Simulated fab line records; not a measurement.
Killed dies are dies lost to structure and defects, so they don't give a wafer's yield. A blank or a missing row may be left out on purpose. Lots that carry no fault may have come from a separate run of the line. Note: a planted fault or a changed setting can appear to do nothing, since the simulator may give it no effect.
Chamber matching :: flow n5_finfet :: rie_diel-03 running N5_HKMG_FIN_STRIP_89: 4 sister chambers
The step strips SOC in N2/H2, time 20 s. 8 wafers are shown with their chamber, then 7 later ones without.

== WAFERS, EACH WITH ITS CHAMBER ==
wafer: L074.3
chamber: 2
showerhead_plenum_p_Torr (Torr): 3.24
throttle_valve_pct (%): 19.4

wafer: L078.4
chamber: 3
showerhead_plenum_p_Torr (Torr): 3.42
throttle_valve_pct (%): 18.8

wafer: L079.4
chamber: 1
showerhead_plenum_p_Torr (Torr): 3.16
throttle_valve_pct (%): 18.9

wafer: L083.2
chamber: 3
showerhead_plenum_p_Torr (Torr): 3.41
throttle_valve_pct (%): 18.8

wafer: L083.4
chamber: 2
showerhead_plenum_p_Torr (Torr): 3.23
throttle_valve_pct (%): 19.4

wafer: L083.5
chamber: 0
showerhead_plenum_p_Torr (Torr): 3.46
throttle_valve_pct (%): 19.3

wafer: L086.1
chamber: 1
showerhead_plenum_p_Torr (Torr): 3.15
throttle_valve_pct (%): 18.9

wafer: L086.2
chamber: 0
showerhead_plenum_p_Torr (Torr): 3.46
throttle_valve_pct (%): 19.4

== WAFERS WITHOUT THEIR CHAMBER ==
wafer: L086.5
showerhead_plenum_p_Torr (Torr): 3.15
throttle_valve_pct (%): 18.9

wafer: L093.3
showerhead_plenum_p_Torr (Torr): 3.22
throttle_valve_pct (%): 19.4

wafer: L093.4
showerhead_plenum_p_Torr (Torr): 3.40
throttle_valve_pct (%): 18.8

wafer: L093.5
showerhead_plenum_p_Torr (Torr): 3.15
throttle_valve_pct (%): 18.9

wafer: L095.1
showerhead_plenum_p_Torr (Torr): 3.22
throttle_valve_pct (%): 19.4

wafer: L095.5
showerhead_plenum_p_Torr (Torr): 3.14
throttle_valve_pct (%): 18.9

wafer: L095.6
showerhead_plenum_p_Torr (Torr): 3.22
throttle_valve_pct (%): 19.4

== WHICH CHAMBER EACH ONE RAN IN ==
wafer: L086.5
from the rows above: 1
in truth: 1

wafer: L093.3
from the rows above: 2
in truth: 2

wafer: L093.4
from the rows above: 3
in truth: 3

wafer: L093.5
from the rows above: 1
in truth: 1

wafer: L095.1
from the rows above: 2
in truth: 2

wafer: L095.5
from the rows above: 1
in truth: 1

wafer: L095.6
from the rows above: 2
in truth: 2
Correct placement for 7 of the 7. Left unplaced by these rows: 0. Number placed wrongly: 0.
How it was worked out, from the rows above alone: a wafer's distance from a chamber is the root of the sum, over the readings, of the square of ((its reading less the chamber's mean) divided by the reading's scatter). If the next closest chamber is less than 2 further off than the closest, the wafer can't be placed; otherwise it belongs to the closest. A chamber's mean is the mean of its shown wafers. The scatter: take each reading less its chamber's mean, square it, sum over the shown wafers, divide by the number of wafers less the number of chambers, and take the root.
